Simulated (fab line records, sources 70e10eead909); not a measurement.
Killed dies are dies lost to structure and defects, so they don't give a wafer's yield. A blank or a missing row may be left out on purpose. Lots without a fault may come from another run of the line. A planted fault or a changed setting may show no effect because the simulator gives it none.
Chamber matching | flow nand_harc | NHARC_HYBRID_BOND_ACTIVATE_00 on rie_diel-12: 4 sister chambers
The step chemistry N2, time 60 s. 20 wafers are shown with their chamber, then 10 later ones without.

WAFERS WITH THEIR CHAMBER
wafer  | chamber | drypump_motor_current_A (A) | oes_product_au (a.u.) | rf_vpp_V (V)
L518.3 | 0       | 5.7                         | 0.988                 | 62.3
L518.4 | 2       | 6.1                         | 0.999                 | 65.7
L518.5 | 2       | 6.2                         | 0.984                 | 64.5
L520.2 | 2       | 6.1                         | 0.991                 | 64.6
L520.3 | 0       | 5.7                         | 0.998                 | 62.5
L520.6 | 0       | 5.7                         | 1.007                 | 63.7
L521.1 | 1       | 5.2                         | 1.006                 | 63.5
L521.4 | 2       | 6.2                         | 0.988                 | 63.6
L521.5 | 2       | 6.1                         | 0.999                 | 65.3
L522.1 | 1       | 5.2                         | 1.016                 | 64.9
L522.3 | 3       | 5.0                         | 0.988                 | 64.0
L522.4 | 0       | 5.7                         | 0.997                 | 62.0
L525.2 | 3       | 5.0                         | 0.987                 | 64.0
L525.4 | 0       | 5.7                         | 1.016                 | 63.4
L525.6 | 2       | 6.1                         | 0.990                 | 62.8
L528.1 | 3       | 5.0                         | 0.993                 | 63.3
L528.3 | 1       | 5.1                         | 1.018                 | 65.2
L528.4 | 0       | 5.7                         | 0.995                 | 63.8
L529.1 | 1       | 5.1                         | 1.012                 | 63.5
L529.2 | 2       | 6.2                         | 0.987                 | 64.9

SIGNATURES (means of the wafers above)
reading                 | chamber 0 | chamber 1 | chamber 2 | chamber 3 | scatter within a chamber
drypump_motor_current_A | 5.700     | 5.150     | 6.143     | 5.000     | 0.0412
oes_product_au          | 1.00017   | 1.01300   | 0.99114   | 0.98933   | 0.00705
rf_vpp_V                | 62.950    | 64.275    | 64.486    | 63.767    | 0.857
Rule: a wafer's distance from a chamber is the root of the sum, over the readings, of the square of ((its reading less the chamber's mean) divided by the reading's scatter). The wafer belongs to the nearest chamber; if the next one is less than 2 further off, it can't be placed. The scatter: the root of (the sum of the squares of (reading less its chamber's mean) over the shown wafers, divided by (wafers less chambers)).

WAFERS WITHOUT THEIR CHAMBER
wafer  | drypump_motor_current_A (A) | oes_product_au (a.u.) | rf_vpp_V (V)
L529.3 | 5.0                         | 0.988                 | 63.3
L537.1 | 5.0                         | 0.984                 | 65.1
L537.3 | 5.2                         | 1.004                 | 64.9
L537.5 | 6.1                         | 0.988                 | 64.6
L538.1 | 5.7                         | 0.995                 | 63.4
L538.3 | 5.0                         | 0.983                 | 65.0
L538.6 | 5.0                         | 0.993                 | 62.7
L541.1 | 6.2                         | 0.985                 | 65.3
L541.2 | 5.2                         | 0.997                 | 63.5
L541.6 | 5.0                         | 0.980                 | 64.0

WHICH CHAMBER EACH WENT THROUGH
wafer  | from the rows above | in truth
L529.3 | 3                   | 3
L537.1 | 3                   | 3
L537.3 | 1                   | 1
L537.5 | 2                   | 2
L538.1 | 0                   | 0
L538.3 | 3                   | 3
L538.6 | 3                   | 3
L541.1 | 2                   | 2
L541.2 | 1                   | 1
L541.6 | 3                   | 3
Placed correctly: 10 of 10. Can't be placed from these rows: 0. Placed wrongly: 0.
